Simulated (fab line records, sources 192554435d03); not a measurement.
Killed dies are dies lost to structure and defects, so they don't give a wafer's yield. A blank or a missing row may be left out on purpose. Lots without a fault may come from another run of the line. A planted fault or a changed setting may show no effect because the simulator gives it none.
Split-lot experiment | flow n5_finfet | 7 lots, 39 wafers read, on a route of 1938 steps

THE SPLIT
At N5_BEOL_M0_SAQP_PECVD_04 (deposits a-Si from SiH4/He, target thk 60 nm, time 60.2 s), the setting time_s was moved away from the recipe's 60.2 s on 15 of the 39 wafers read, by -40.4% to +45.8%. The other wafers ran this setting at the recipe's value.

FROM THE SPLIT TO THE READING: what the file shows between them, 5 steps
- N5_BEOL_M0_SAQP_THK_MEAS_05
- N5_BEOL_M0_SAQP_HM_DEP_111: deposits SiO2 from SiH4/N2O, target thk 12 nm, time 7.2 s
- N5_BEOL_M0_SAQP_COAT_81: time 60 s, resist thk 100 nm
- N5_BEOL_M0_SAQP_HM_OPEN_112: chemistry CHF3/O2, target SiO2, stops on a-Si, target depth 12 nm, time 13.5 s
- N5_BEOL_M0_SAQP_STRIP_113: strips in CHF3/O2

THE READING
oes_product_au, in a.u., at N5_BEOL_M0_SAQP_MANDREL_ETCH_20 (etches a-Si in HBr/Cl2, stops on SiNx, target depth 60 nm, bt time 10 s, time 30 s). Fault-free wafers of this fab line usually give 0.771 a.u., standard deviation 0.013 a.u..

wafer  | tool, chamber at the split | time_s as run, s | against the recipe | oes_product_au, a.u. | against lot-mates on the recipe
L074.1 | pecvd-02, 2                | 60.2             | recipe             | 0.781                | -
L074.2 | pecvd-02, 0                | 35.89            | -40.4%             | 0.577                | -0.205
L074.3 | pecvd-02, 1                | 35.89            | -40.4%             | 0.579                | -0.203
L074.4 | pecvd-02, 1,0              | 60.2             | recipe             | 0.776                | -
L074.5 | pecvd-02, 1,0              | 60.2             | recipe             | 0.790                | -
L074.6 | pecvd-02, 2                | 35.89            | -40.4%             | 0.597                | -0.185
L075.2 | pecvd-02, 2,0              | 60.2             | recipe             | 0.752                | -
L075.3 | pecvd-02, 2,0              | 60.2             | recipe             | 0.791                | -
L075.6 | pecvd-02, 1                | 60.2             | recipe             | 0.781                | -
L077.1 | pecvd-01, 1                | 60.2             | recipe             | 0.779                | -
L077.2 | pecvd-01, 2                | 60.2             | recipe             | 0.797                | -
L077.3 | pecvd-01, 0                | 60.2             | recipe             | 0.749                | -
L077.4 | pecvd-01, 1                | 60.2             | recipe             | 0.767                | -
L077.5 | pecvd-01, 0                | 60.2             | recipe             | 0.799                | -
L077.6 | pecvd-01, 2                | 60.2             | recipe             | 0.758                | -
L080.1 | pecvd-04, 0                | 87.8             | +45.8%             | 0.950                | +0.170
L080.2 | pecvd-04, 1                | 60.2             | recipe             | 0.773                | -
L080.3 | pecvd-04, 2                | 87.8             | +45.8%             | 0.960                | +0.180
L080.4 | pecvd-04, 0                | 60.2             | recipe             | 0.782                | -
L080.5 | pecvd-04, 2                | 60.2             | recipe             | 0.784                | -
L080.6 | pecvd-04, 1                | 87.8             | +45.8%             | 0.947                | +0.167
L089.1 | pecvd-04, 2                | 60.2             | recipe             | 0.754                | -
L089.2 | pecvd-04, 1,2              | 38.65            | -35.8%             | 0.620                | -0.140
L089.3 | pecvd-04, 0                | 60.2             | recipe             | 0.770                | -
L089.4 | pecvd-04, 1,2              | 38.65            | -35.8%             | 0.622                | -0.138
L089.5 | pecvd-04, 0                | 38.65            | -35.8%             | 0.618                | -0.142
L089.6 | pecvd-04, 1                | 60.2             | recipe             | 0.757                | -
L092.1 | pecvd-02, 2                | 60.2             | recipe             | 0.759                | -
L092.2 | pecvd-02, 1                | 43.96            | -27.0%             | 0.636                | -0.128
L092.3 | pecvd-02, 0                | 43.96            | -27.0%             | 0.652                | -0.112
L092.4 | pecvd-02, 2                | 60.2             | recipe             | 0.773                | -
L092.5 | pecvd-02, 1                | 60.2             | recipe             | 0.760                | -
L092.6 | pecvd-02, 0                | 43.96            | -27.0%             | 0.648                | -0.116
L096.1 | pecvd-01, 1                | 71.75            | +19.2%             | 0.832                | +0.054
L096.2 | pecvd-01, 2                | 71.75            | +19.2%             | 0.857                | +0.079
L096.3 | pecvd-01, 0                | 60.2             | recipe             | 0.784                | -
L096.4 | pecvd-01, 2                | 60.2             | recipe             | 0.772                | -
L096.5 | pecvd-01, 0                | 60.2             | recipe             | 0.779                | -
L096.6 | pecvd-01, 1                | 71.75            | +19.2%             | 0.868                | +0.090
Where a row lists several chambers, the file gives one row for several wafers and doesn't say which wafer went through which chamber.

THE FIT
A straight line over all 39 wafers: oes_product_au changes by +0.00428 a.u. for each +1% of time_s; r = +0.99; the points scatter about the line by 0.014 a.u..
The same after taking each lot's own level away (the mean of its wafers on the recipe; 39 wafers): +0.00416 a.u. for each +1%; r = +0.99; scatter 0.015 a.u..
On that fit, the largest move of time_s shifts the reading by 0.19 a.u..
The lots' own levels span 0.7603 to 0.7823 a.u., that is 1.7 times the standard deviation above.
So the lot-to-lot level changes the slope little: the two slopes agree.
Check: with one of the wafers moved furthest among these (+45.8%) left out of the fit, the line predicts +0.19 a.u. for it against its lot-mates. It came out at +0.17 a.u. against them.

OTHER SPLITS ON THESE WAFERS
These wafers also went through other splits before the reading. Each is held against what the fit with the lots' levels taken away leaves over:
other split on the same wafers          | wafers away from the commonest value | r with oes_product_au (lot level and that fit taken away)
N5_ZERO_LAYER_DEVELOP_10 develop_time_s | 15                                   | -0.02
N5_HKMG_FIN_NWFM_ALD_20 ald_cycles      | 12                                   | -0.19

THE WHOLE CHAIN: every reading that the file lists as answering this split, in the file's order
step                            | what it does                                                                       | reading                                                                               | change (the file's fit)                   | r (the file's)
N5_BEOL_M0_SAQP_PECVD_04        | deposits a-Si from SiH4/He, target thk 60 nm, time 60.2 s                          | a-Si_of_BEOL_M0_SAQP_PECVD_04.thk_nm (the simulator's own value, which no gauge read) | +0.6 nm for each +1% of the setting       | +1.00
N5_BEOL_M0_SAQP_THK_MEAS_05     |                                                                                    | thk_nm                                                                                | withheld for each +1% of the setting      | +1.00
N5_BEOL_M0_SAQP_MANDREL_ETCH_20 | etches a-Si in HBr/Cl2, stops on SiNx, target depth 60 nm, bt time 10 s, time 30 s | oes_product_au                                                                        | +0.00418 a.u. for each +1% of the setting | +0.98
N5_BEOL_M0_SAQP_MANDREL_ETCH_20 | etches a-Si in HBr/Cl2, stops on SiNx, target depth 60 nm, bt time 10 s, time 30 s | etch.depth_nm (the simulator's own value, which no gauge read)                        | +0.597 nm for each +1% of the setting     | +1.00

THE FILE'S OWN FIT
oes_product_au changes by +0.00418 a.u. for each +1% of time_s, r = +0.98.
